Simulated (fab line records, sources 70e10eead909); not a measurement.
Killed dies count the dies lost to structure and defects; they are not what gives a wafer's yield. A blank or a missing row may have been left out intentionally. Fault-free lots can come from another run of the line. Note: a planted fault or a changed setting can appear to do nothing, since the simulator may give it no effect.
Matching of chambers || flow nandHarc || NHARC_P_M2_DEP_33 on pecvd-04: 3 sister chambers
The step deposits SiCN, target thk 30 nm. 14 wafers are shown with their chamber, then 7 later ones without.

EACH WAFER AND ITS CHAMBER
{"wafer": "L075.1", "chamber": 0, "heaterPowerW (W)": 633, "susceptorTempC (C)": 369.89}
{"wafer": "L075.5", "chamber": 0, "heaterPowerW (W)": 614, "susceptorTempC (C)": 369.88}
{"wafer": "L075.6", "chamber": 2, "heaterPowerW (W)": 607, "susceptorTempC (C)": 370.29}
{"wafer": "L076.2", "chamber": 0, "heaterPowerW (W)": 698, "susceptorTempC (C)": 370.10}
{"wafer": "L076.3", "chamber": 1, "heaterPowerW (W)": 725, "susceptorTempC (C)": 369.99}
{"wafer": "L076.4", "chamber": 0, "heaterPowerW (W)": 679, "susceptorTempC (C)": 369.81}
{"wafer": "L077.2", "chamber": 1, "heaterPowerW (W)": 635, "susceptorTempC (C)": 369.87}
{"wafer": "L077.5", "chamber": 2, "heaterPowerW (W)": 637, "susceptorTempC (C)": 370.29}
{"wafer": "L077.6", "chamber": 0, "heaterPowerW (W)": 676, "susceptorTempC (C)": 370.11}
{"wafer": "L083.1", "chamber": 2, "heaterPowerW (W)": 565, "susceptorTempC (C)": 369.88}
{"wafer": "L083.4", "chamber": 0, "heaterPowerW (W)": 636, "susceptorTempC (C)": 370.32}
{"wafer": "L083.6", "chamber": 2, "heaterPowerW (W)": 583, "susceptorTempC (C)": 370.13}
{"wafer": "L084.2", "chamber": 1, "heaterPowerW (W)": 694, "susceptorTempC (C)": 370.17}
{"wafer": "L084.3", "chamber": 0, "heaterPowerW (W)": 691, "susceptorTempC (C)": 370.29}

SIGNATURES (averages over the wafers above)
{"reading": "heaterPowerW", "chamber 0": 661.00, "chamber 1": 684.67, "chamber 2": 598.00, "scatter within a chamber": 35.1}
{"reading": "susceptorTempC", "chamber 0": 370.0571, "chamber 1": 370.0100, "chamber 2": 370.1475, "scatter within a chamber": 0.192}
Rule: a wafer's distance from a chamber is the root of the sum, over the readings, of the square of ((its reading less the chamber's mean) divided by the reading's scatter). The wafer belongs to the nearest chamber; if the next one is less than 2 further off, it can't be placed. How the scatter is found: for the shown wafers, subtract from each reading the mean of its chamber, square and add these, divide the total by (wafers less chambers), then take the root.

WAFERS WITHOUT THEIR CHAMBER
{"wafer": "L084.6", "heaterPowerW (W)": 690, "susceptorTempC (C)": 370.39}
{"wafer": "L091.1", "heaterPowerW (W)": 558, "susceptorTempC (C)": 369.77}
{"wafer": "L091.3", "heaterPowerW (W)": 640, "susceptorTempC (C)": 369.93}
{"wafer": "L091.4", "heaterPowerW (W)": 613, "susceptorTempC (C)": 369.95}
{"wafer": "L092.1", "heaterPowerW (W)": 626, "susceptorTempC (C)": 370.15}
{"wafer": "L092.2", "heaterPowerW (W)": 638, "susceptorTempC (C)": 369.62}
{"wafer": "L092.5", "heaterPowerW (W)": 641, "susceptorTempC (C)": 369.63}

EACH ONE'S CHAMBER
{"wafer": "L084.6", "from the rows above": "can't be placed: 0 or 1 or 2", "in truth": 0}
{"wafer": "L091.1", "from the rows above": "can't be placed: 2 or 0 or 1", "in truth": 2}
{"wafer": "L091.3", "from the rows above": "can't be placed: 0 or 1 or 2", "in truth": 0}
{"wafer": "L091.4", "from the rows above": "can't be placed: 2 or 0 or 1", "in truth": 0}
{"wafer": "L092.1", "from the rows above": "can't be placed: 2 or 0 or 1", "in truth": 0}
{"wafer": "L092.2", "from the rows above": "can't be placed: 0 or 1 or 2", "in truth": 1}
{"wafer": "L092.5", "from the rows above": "can't be placed: 0 or 1 or 2", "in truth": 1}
0 of 7 placed correctly. Unplaceable from these rows: 7, with the true chamber sitting among the candidates in 7. Wrongly placed: 0.
